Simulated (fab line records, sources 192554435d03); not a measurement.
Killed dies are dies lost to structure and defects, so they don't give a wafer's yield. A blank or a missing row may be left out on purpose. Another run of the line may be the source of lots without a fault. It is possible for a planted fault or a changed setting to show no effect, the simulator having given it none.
Problem report, 8D (eight disciplines) form, completed by code -- flow n5 finfet -- the parts of the form that need people (team, actions taken, sign-off) are left out

1. WHAT IS WRONG
Mean of spin speed rpm at N5_BEOL_M4_COAT_68: 1547.2 rpm across 6 wafers in 2 lots; on wafers with no fault it is 1500.0 rpm (standard deviation 1). Relative to the usual mean, that is a shift of +47 standard deviations.
The step: time 60 s, resist thk 12 nm.
Earliest sighting: wafer L537.1 on litho track-01 at day 10 09:26. The record has a number at this step for 27 wafers belonging to 9 lots. Rule for "out" (also "out of limits"): further than 4 standard deviations from the usual mean. The rest of the wafers with a number are treated as sound.

2. WHAT IT IS, AND WHAT IT ISN'T
question,is,is not
which readings at this step,spin speed rpm,chill plate temp C
which lots,"L537, L540","L528, L529, L531, L532, L544, L547, L550"
which wafers of those lots,all that have a number,-
read on which tools,litho track-01,"litho track-02, litho track-04"
when,from day 10 09:26,"up to then (12 sound wafers); but 9 sound wafers of L544, L547, L550 came after"

3. WHAT RULES OUT EACH SUSPECT
Counting: any tool at a process step up to the reading is kept as a suspect provided that every lot that is out went through it and no sound lot did after the first of them.
- litho track-01 at N5_BEOL_M4_COAT_68 (time 60 s, resist thk 12 nm): kept. Every lot that is out went through it, starting with L537 (day 10 09:26), and after that it ran no sound lot; the last sound lot it ran before then is L532 (day 8 11:13). Out on those wafers are its own readings of spin speed rpm.
After counting, what remains is litho track-01 at N5_BEOL_M4_COAT_68.

4. THE CAUSE (what the simulator had put in)
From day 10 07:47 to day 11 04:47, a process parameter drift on litho track-01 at N5_BEOL_M4_COAT_68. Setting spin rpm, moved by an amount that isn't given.
The count eliminated every tool but this one.

5. THE EFFECT CHAIN, in route order
Each row: a reading whose mean over the struck wafers that have a number lies more than 3 standard deviations from the usual. Only readings whose record carries a usual standard deviation are examined. hours: median over the lots of the time between each lot's start at the first step of this table that gives one and its start at this step. sigmas: the change, counted in usual standard deviations.
hours,step,reading,usual,on struck wafers,change,sigmas
0,N5_BEOL_M4_COAT_68,spin speed rpm,1500.0 rpm,1547.2,+47.2,+47
Process steps it contains:
- N5_BEOL_M4_COAT_68: time 60 s, resist thk 12 nm.
Later steps that measure or inspect, where all struck wafers having a row at the step show a number for every such reading and not one has moved that far: N5_BEOL_M4_RC_MEAS_101.

6. HOW IT WOULD HAVE BEEN CAUGHT EARLIER
In this record no reading fell out of limits until day 10 09:26, 2 hours after the fault had begun at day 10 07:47.
